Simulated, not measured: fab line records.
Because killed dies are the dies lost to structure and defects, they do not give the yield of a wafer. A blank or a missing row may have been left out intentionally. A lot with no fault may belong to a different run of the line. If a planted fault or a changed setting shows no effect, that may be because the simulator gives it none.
Which tool is to blame?	flow nandHarc	72 wafers from 24 lots sampled at 6 of the route's 1159 steps

== WHAT THE GAUGES SHOWED, per wafer ==
Not one reading of a measure or inspect step in the record can be checked against a usual standard deviation.

== EACH LOT AND THE TOOL THAT RAN IT (in order: tool; ch and the chambers of the sampled wafers; start) ==
lot	NHARC_A_STAIRCASE_ETCH_188	NHARC_A_STAIRCASE_ETCH_192	NHARC_A_STAIRCASE_TRIM_200	NHARC_A_STAIRCASE_TRIM_233	NHARC_A_STAIRCASE_HM_OPEN_460	NHARC_A_STAIRCASE_HM_DEP_462
L075	rieDiel-09 ch 0,1,2, day 11 13:20 or earlier	rieDiel-09 ch 0,2,3, day 11 13:20 or earlier	rieDiel-09 ch 0,1,2, day 11 13:20 or earlier	rieDiel-09 ch 1,2,3, day 11 13:20 or earlier	rieDiel-11 ch 0,2,3, day 11 13:20 or earlier	aclDep-02 ch 0, day 11 13:20
L074	rieDiel-11 ch 0,2,3, day 11 19:22 or earlier	rieDiel-11 ch 0,1,3, day 11 19:22 or earlier	rieDiel-08 ch 0,2,3, day 11 19:22 or earlier	rieDiel-08 ch 1,2,3, day 11 19:22 or earlier	rieDiel-08 ch 0,2,3, day 11 19:22 or earlier	aclDep-01 ch 0, day 11 19:22
L076	rieDiel-09 ch 0,1,2, day 12 03:48 or earlier	rieDiel-09 ch 0,2,3, day 12 03:48 or earlier	rieDiel-11 ch 0,3, day 12 03:48 or earlier	rieDiel-08 ch 0,1, day 12 03:48 or earlier	rieDiel-09 ch 0,1, day 12 03:48 or earlier	aclDep-03 ch 0, day 12 03:48
L077	rieDiel-08 ch 0,2,3, day 12 05:37 or earlier	rieDiel-08 ch 1,2,3, day 12 05:37 or earlier	rieDiel-09 ch 0,1,2, day 12 05:37 or earlier	rieDiel-11 ch 0,2,3, day 12 05:37 or earlier	rieDiel-08 ch 0,1, day 12 05:37 or earlier	aclDep-01 ch 0, day 12 05:37
L078	rieDiel-11 ch 0,3, day 12 08:31 or earlier	rieDiel-11 ch 0,3, day 12 08:31 or earlier	rieDiel-11 ch 0,2,3, day 12 08:31 or earlier	rieDiel-09 ch 0,1,2, day 12 08:31 or earlier	rieDiel-08 ch 0,3, day 12 08:31 or earlier	aclDep-03 ch 0, day 12 08:31
L079	rieDiel-08 ch 1,2,3, day 12 20:14 or earlier	rieDiel-08 ch 0,1,2, day 12 20:14 or earlier	rieDiel-08 ch 1,2,3, day 12 20:14 or earlier	rieDiel-11 ch 0,1,2, day 12 20:14 or earlier	rieDiel-08 ch 0,2,3, day 12 20:14 or earlier	aclDep-03 ch 0, day 12 20:14
L081	rieDiel-09 ch 0,1,3, day 13 04:19 or earlier	rieDiel-09 ch 0,2,3, day 13 04:19 or earlier	rieDiel-08 ch 0,1,3, day 13 04:19 or earlier	rieDiel-08 ch 0,2,3, day 13 04:19 or earlier	rieDiel-11 ch 0,2,3, day 13 04:19 or earlier	aclDep-03 ch 0, day 13 04:19
L080	rieDiel-09 ch 1,2,3, day 13 06:22 or earlier	rieDiel-09 ch 0,1,2, day 13 06:22 or earlier	rieDiel-09 ch 1,2,3, day 13 06:22 or earlier	rieDiel-09 ch 0,2,3, day 13 06:22 or earlier	rieDiel-11 ch 0,1,2, day 13 06:22 or earlier	aclDep-02 ch 0, day 13 06:22
L082	rieDiel-09 ch 0,2,3, day 13 19:05 or earlier	rieDiel-09 ch 0,2,3, day 13 19:05 or earlier	rieDiel-09 ch 1,2,3, day 13 19:05 or earlier	rieDiel-08 ch 1,2,3, day 13 19:05 or earlier	rieDiel-08 ch 0,2,3, day 13 19:05 or earlier	aclDep-01 ch 0, day 13 19:05
L083	rieDiel-09 ch 0,1,2, day 13 23:10 or earlier	rieDiel-09 ch 0,1,3, day 13 23:10 or earlier	rieDiel-09 ch 0,2,3, day 13 23:10 or earlier	rieDiel-09 ch 0,1,3, day 13 23:10 or earlier	rieDiel-09 ch 0,2,3, day 13 23:10 or earlier	aclDep-01 ch 0, day 13 23:10
L084	rieDiel-09 ch 1,2, day 14 03:13 or earlier	rieDiel-09 ch 0,2, day 14 03:13 or earlier	rieDiel-09 ch 1,3, day 14 03:13 or earlier	rieDiel-09 ch 0,1,2, day 14 03:13 or earlier	rieDiel-11 ch 0,1,3, day 14 03:13 or earlier	aclDep-03 ch 0, day 14 03:13
L085	rieDiel-11 ch 0,1, day 14 20:04 or earlier	rieDiel-11 ch 0,1,3, day 14 20:04 or earlier	rieDiel-09 ch 0,2,3, day 14 20:04 or earlier	rieDiel-09 ch 0,1, day 14 20:04 or earlier	rieDiel-08 ch 0,2, day 14 20:04 or earlier	aclDep-02 ch 0, day 14 20:04
L087	rieDiel-09 ch 1,2,3, day 14 20:08 or earlier	rieDiel-09 ch 0,1,2, day 14 20:08 or earlier	rieDiel-09 ch 0,2,3, day 14 20:08 or earlier	rieDiel-11 ch 0,1,2, day 14 20:08 or earlier	rieDiel-11 ch 0,2,3, day 14 20:08 or earlier	aclDep-01 ch 0, day 14 20:08
L086	rieDiel-11 ch 2,3, day 15 01:09 or earlier	rieDiel-11 ch 0,2,3, day 15 01:09 or earlier	rieDiel-11 ch 0,1,3, day 15 01:09 or earlier	rieDiel-09 ch 0,1, day 15 01:09 or earlier	rieDiel-09 ch 1,3, day 15 01:09 or earlier	aclDep-01 ch 0, day 15 01:09
L088	rieDiel-09 ch 0,1,3, day 14 13:27 or earlier	rieDiel-09 ch 0,1, day 14 13:27 or earlier	rieDiel-09 ch 1,2,3, day 14 13:27 or earlier	rieDiel-11 ch 0,1,2, day 14 13:27	rieDiel-11 ch 1,3, day 15 00:24 or earlier	aclDep-02 ch 0, day 15 00:24
L089	rieDiel-09 ch 0,1,2, day 15 04:04 or earlier	rieDiel-09 ch 0,2,3, day 15 04:04 or earlier	rieDiel-09 ch 0,1,3, day 15 04:04 or earlier	rieDiel-08 ch 0,1,2, day 15 04:04 or earlier	rieDiel-08 ch 0,1,3, day 15 04:04 or earlier	aclDep-03 ch 0, day 15 04:04
L090	rieDiel-11 ch 1,2, day 15 06:56 or earlier	rieDiel-11 ch 0,2,3, day 15 06:56 or earlier	rieDiel-11 ch 0,1,2, day 15 06:56 or earlier	rieDiel-09 ch 1,3, day 15 06:56 or earlier	rieDiel-08 ch 0,2,3, day 15 06:56 or earlier	aclDep-03 ch 0, day 15 06:56
L093	rieDiel-09 ch 1,3, day 16 09:05 or earlier	rieDiel-09 ch 1,3, day 16 09:05 or earlier	rieDiel-08 ch 0,2, day 16 09:05 or earlier	rieDiel-09 ch 0,1,3, day 16 09:05 or earlier	rieDiel-11 ch 0,2, day 16 09:05 or earlier	aclDep-02 ch 0, day 16 09:05
L092	rieDiel-11 ch 0,1, day 16 08:40 or earlier	rieDiel-11 ch 0,2,3, day 16 08:40 or earlier	rieDiel-08 ch 0,3, day 16 08:40 or earlier	rieDiel-08 ch 0,2,3, day 16 08:40 or earlier	rieDiel-08 ch 2,3, day 16 08:40 or earlier	aclDep-03 ch 0, day 16 08:40
L091	rieDiel-11 ch 0,2, day 16 14:34 or earlier	rieDiel-11 ch 0,2,3, day 16 14:34 or earlier	rieDiel-11 ch 1,3, day 16 14:34 or earlier	rieDiel-08 ch 1,3, day 16 14:34 or earlier	rieDiel-08 ch 0,3, day 16 14:34 or earlier	aclDep-01 ch 0, day 16 14:34
L094	rieDiel-11 ch 0,1,2, day 16 17:05 or earlier	rieDiel-11 ch 0,1,2, day 16 17:05 or earlier	rieDiel-09 ch 1,3, day 16 17:05 or earlier	rieDiel-09 ch 0,2,3, day 16 17:05 or earlier	rieDiel-09 ch 0,2,3, day 16 17:05 or earlier	aclDep-03 ch 0, day 16 17:05
L095	rieDiel-08 ch 0,1,2, day 16 23:44 or earlier	rieDiel-08 ch 1,3, day 16 23:44 or earlier	rieDiel-09 ch 0,1,2, day 16 23:44 or earlier	rieDiel-09 ch 0,1,3, day 16 23:44 or earlier	rieDiel-09 ch 0,2,3, day 16 23:44 or earlier	aclDep-03 ch 0, day 16 23:44
L096	rieDiel-08 ch 0,1,3, day 16 22:52 or earlier	rieDiel-08 ch 0,2,3, day 16 22:52 or earlier	rieDiel-08 ch 0,1,2, day 16 22:52 or earlier	rieDiel-09 ch 0,2,3, day 16 22:52 or earlier	rieDiel-08 ch 0,2,3, day 16 22:52 or earlier	aclDep-01 ch 0, day 16 22:52
L097	rieDiel-09 ch 0,2,3, day 17 01:25 or earlier	rieDiel-09 ch 0,1,3, day 17 01:25 or earlier	rieDiel-09 ch 0,1,2, day 17 01:25 or earlier	rieDiel-09 ch 0,1,3, day 17 01:25 or earlier	rieDiel-11 ch 0,1,2, day 17 01:25 or earlier	aclDep-01 ch 0, day 17 01:25
- NHARC_A_STAIRCASE_ETCH_188: etches the open film in C4F8/O2, target depth 100 nm, time 40.5 s.
- NHARC_A_STAIRCASE_ETCH_192: etches the open film in C4F8/O2, target depth 100 nm, time 40.5 s.
- NHARC_A_STAIRCASE_TRIM_200: chemistry O2, time 211.2 s.
- NHARC_A_STAIRCASE_TRIM_233: chemistry O2, time 211.2 s.
- NHARC_A_STAIRCASE_HM_OPEN_460: chemistry O2/COS.
- NHARC_A_STAIRCASE_HM_DEP_462: deposits aC, target thk 800 nm.

== AS READ BY THE TOOLS THEMSELVES (means over the sampled wafers that have a number; for cases with no such wafer, the mark the record gives instead) ==
NHARC_A_STAIRCASE_ETCH_188.
lot	tool	oesProductAu (a.u.)	rfVppV (V)
L075	rieDiel-09	0.920	896
L074	rieDiel-11	0.943	895
L076	rieDiel-09	0.940	895
L077	rieDiel-08	0.937	899
L078	rieDiel-11	0.924	896
L079	rieDiel-08	0.953	896
L081	rieDiel-09	0.944	899
L080	rieDiel-09	0.922	898
L082	rieDiel-09	0.950	899
L083	rieDiel-09	0.933	895
L084	rieDiel-09	0.950	895
L085	rieDiel-11	0.956	900
L087	rieDiel-09	0.948	898
L086	rieDiel-11	0.930	890
L088	rieDiel-09	0.932	899
L089	rieDiel-09	0.947	895
L090	rieDiel-11	0.943	899
L093	rieDiel-09	0.925	902
L092	rieDiel-11	0.930	899
L091	rieDiel-11	0.921	898
L094	rieDiel-11	0.930	897
L095	rieDiel-08	0.944	898
L096	rieDiel-08	0.924	893
L097	rieDiel-09	0.925	898

NHARC_A_STAIRCASE_ETCH_192.
lot	tool	oesProductAu (a.u.)	rfVppV (V)
L075	rieDiel-09	0.940	893
L074	rieDiel-11	0.946	895
L076	rieDiel-09	0.941	893
L077	rieDiel-08	0.954	895
L078	rieDiel-11	0.945	896
L079	rieDiel-08	0.939	898
L081	rieDiel-09	0.942	900
L080	rieDiel-09	0.946	895
L082	rieDiel-09	0.958	899
L083	rieDiel-09	0.935	898
L084	rieDiel-09	0.940	895
L085	rieDiel-11	0.939	895
L087	rieDiel-09	0.949	895
L086	rieDiel-11	0.932	894
L088	rieDiel-09	0.935	895
L089	rieDiel-09	0.947	898
L090	rieDiel-11	0.945	893
L093	rieDiel-09	0.939	901
L092	rieDiel-11	0.943	894
L091	rieDiel-11	0.943	893
L094	rieDiel-11	0.930	898
L095	rieDiel-08	0.930	890
L096	rieDiel-08	0.943	898
L097	rieDiel-09	0.926	898

NHARC_A_STAIRCASE_TRIM_200.
lot	tool	drypumpMotorCurrentA (A)	oesProductAu (a.u.)	rfVppV (V)	showerheadPlenumPTorr (Torr)	throttleValvePct (%)
L075	rieDiel-09	5.0	0.994	57.5	3.52	17.033
L074	rieDiel-08	5.7	1.003	58.8	3.62	17.043
L076	rieDiel-11	6.2	0.992	58.3	3.51	17.040
L077	rieDiel-09	5.0	0.993	57.6	3.51	17.026
L078	rieDiel-11	6.1	0.994	57.9	3.48	17.033
L079	rieDiel-08	5.5	0.997	57.9	3.51	17.030
L081	rieDiel-08	5.7	1.007	57.5	3.46	17.029
L080	rieDiel-09	5.1	0.998	58.3	3.60	17.041
L082	rieDiel-09	5.1	1.000	57.7	3.60	17.032
L083	rieDiel-09	5.1	1.010	57.5	3.61	17.034
L084	rieDiel-09	5.3	0.995	58.2	3.69	17.040
L085	rieDiel-09	5.1	0.998	57.9	3.60	17.038
L087	rieDiel-09	5.2	1.004	58.2	3.60	17.039
L086	rieDiel-11	6.2	0.999	58.1	3.52	17.040
L088	rieDiel-09	5.1	1.003	57.4	3.59	17.039
L089	rieDiel-09	5.2	1.003	58.8	3.60	17.043
L090	rieDiel-11	6.0	1.001	57.9	3.58	17.047
L093	rieDiel-08	5.9	1.001	58.4	3.68	17.036
L092	rieDiel-08	6.0	1.001	58.4	3.56	17.036
L091	rieDiel-11	6.3	0.999	57.9	3.53	17.036
L094	rieDiel-09	5.1	1.011	57.8	3.58	17.035
L095	rieDiel-09	4.9	0.998	59.2	3.49	17.037
L096	rieDiel-08	5.7	0.997	57.3	3.57	17.036
L097	rieDiel-09	4.9	0.999	57.7	3.49	17.028

NHARC_A_STAIRCASE_TRIM_233.
lot	tool	drypumpMotorCurrentA (A)	oesProductAu (a.u.)	rfVppV (V)	showerheadPlenumPTorr (Torr)	throttleValvePct (%)
L075	rieDiel-09	5.1	1.002	58.1	3.43	17.030
L074	rieDiel-08	5.5	1.007	57.5	3.51	17.042
L076	rieDiel-08	6.0	1.006	57.4	3.55	17.032
L077	rieDiel-11	6.2	0.995	58.0	3.48	17.024
L078	rieDiel-09	4.9	0.995	57.3	3.51	17.034
L079	rieDiel-11	6.0	0.996	57.8	3.59	17.026
L081	rieDiel-08	5.6	1.001	58.1	3.61	17.035
L080	rieDiel-09	5.2	0.992	58.5	3.61	17.035
L082	rieDiel-08	5.5	1.003	58.1	3.50	17.037
L083	rieDiel-09	5.2	1.002	58.7	3.60	17.041
L084	rieDiel-09	5.0	1.000	57.3	3.50	17.028
L085	rieDiel-09	5.0	1.009	57.5	3.51	17.038
L087	rieDiel-11	6.0	1.010	57.4	3.58	17.035
L086	rieDiel-09	5.0	1.002	57.8	3.51	17.031
L088	rieDiel-11	6.0	1.008	58.3	3.58	17.037
L089	rieDiel-08	5.7	1.005	57.6	3.58	17.036
L090	rieDiel-09	5.1	0.996	58.3	3.58	17.029
L093	rieDiel-09	5.2	1.010	57.9	3.59	17.040
L092	rieDiel-08	5.7	0.998	59.1	3.60	17.037
L091	rieDiel-08	5.5	0.998	57.5	3.37	17.044
L094	rieDiel-09	5.2	0.999	59.0	3.59	17.044
L095	rieDiel-09	5.2	1.000	58.4	3.59	17.040
L096	rieDiel-09	5.2	0.998	58.1	3.59	17.037
L097	rieDiel-09	5.2	0.998	58.4	3.59	17.049

NHARC_A_STAIRCASE_HM_OPEN_460.
lot	tool	drypumpMotorCurrentA (A)	oesProductAu (a.u.)	rfVppV (V)	showerheadPlenumPTorr (Torr)	throttleValvePct (%)
L075	rieDiel-11	6.1	0.991	466	3.08	28.328
L074	rieDiel-08	5.7	1.000	469	3.20	28.328
L076	rieDiel-09	5.0	0.992	467	3.11	28.336
L077	rieDiel-08	6.0	1.008	467	3.14	28.327
L078	rieDiel-08	6.0	1.004	468	3.17	28.325
L079	rieDiel-08	5.7	0.997	469	3.20	28.323
L081	rieDiel-11	6.1	0.997	466	3.08	28.338
L080	rieDiel-11	6.0	0.991	468	3.18	28.330
L082	rieDiel-08	5.7	0.997	468	3.20	28.335
L083	rieDiel-09	5.1	1.000	468	3.19	28.333
L084	rieDiel-11	6.2	0.999	467	3.12	28.329
L085	rieDiel-08	5.7	1.012	472	3.30	28.335
L087	rieDiel-11	6.1	0.996	467	3.07	28.334
L086	rieDiel-09	5.3	0.997	470	3.27	28.329
L088	rieDiel-11	6.4	1.000	465	3.02	28.334
L089	rieDiel-08	5.8	0.999	466	3.05	28.330
L090	rieDiel-08	5.7	1.010	468	3.19	28.336
L093	rieDiel-11	5.9	0.999	467	3.12	28.329
L092	rieDiel-08	5.4	0.994	469	3.22	28.333
L091	rieDiel-08	5.7	1.002	466	3.08	28.332
L094	rieDiel-09	5.2	1.002	468	3.18	28.332
L095	rieDiel-09	5.2	1.003	469	3.18	28.331
L096	rieDiel-08	5.7	0.996	468	3.18	28.322
L097	rieDiel-11	6.0	1.002	469	3.16	28.331

NHARC_A_STAIRCASE_HM_DEP_462.
lot	tool	throttleValvePct (%)
L075	aclDep-02	34.999
L074	aclDep-01	35.003
L076	aclDep-03	34.994
L077	aclDep-01	35.002
L078	aclDep-03	34.995
L079	aclDep-03	35.000
L081	aclDep-03	35.005
L080	aclDep-02	35.001
L082	aclDep-01	35.005
L083	aclDep-01	35.000
L084	aclDep-03	34.987
L085	aclDep-02	34.999
L087	aclDep-01	35.000
L086	aclDep-01	34.988
L088	aclDep-02	35.002
L089	aclDep-03	35.001
L090	aclDep-03	34.992
L093	aclDep-02	34.998
L092	aclDep-03	35.000
L091	aclDep-01	34.995
L094	aclDep-03	35.003
L095	aclDep-03	34.998
L096	aclDep-01	34.999
L097	aclDep-01	35.001

== THE ANSWER, worked out from the rows above alone ==
Rule: what is usual is taken from the lots themselves. The widest of any qualifying gaps counts: lots, ordered by their means at a reading, are off when they make up no more than a third of the lots, leave a main group of 4 or more, and stand apart from it by 3 or more times the standard deviation of that group's means. If all means in a main group match to the digits the tables above print for the reading, that group is not used. Also off: a lot with no number at a reading for which 4 or more lots have one. The other lots that the step has rows for count as sound. After the gauges, taken in route order, come the tools' own readings; for these a lot's mean is taken, as printed above. The first step at which some lot is off is used, and at that step the reading that is off furthest; a lot without a number counts as furthest.
None of the lots is off at any reading shown; this tells nothing.

== WHAT THE SIMULATOR HAD INSERTED ==
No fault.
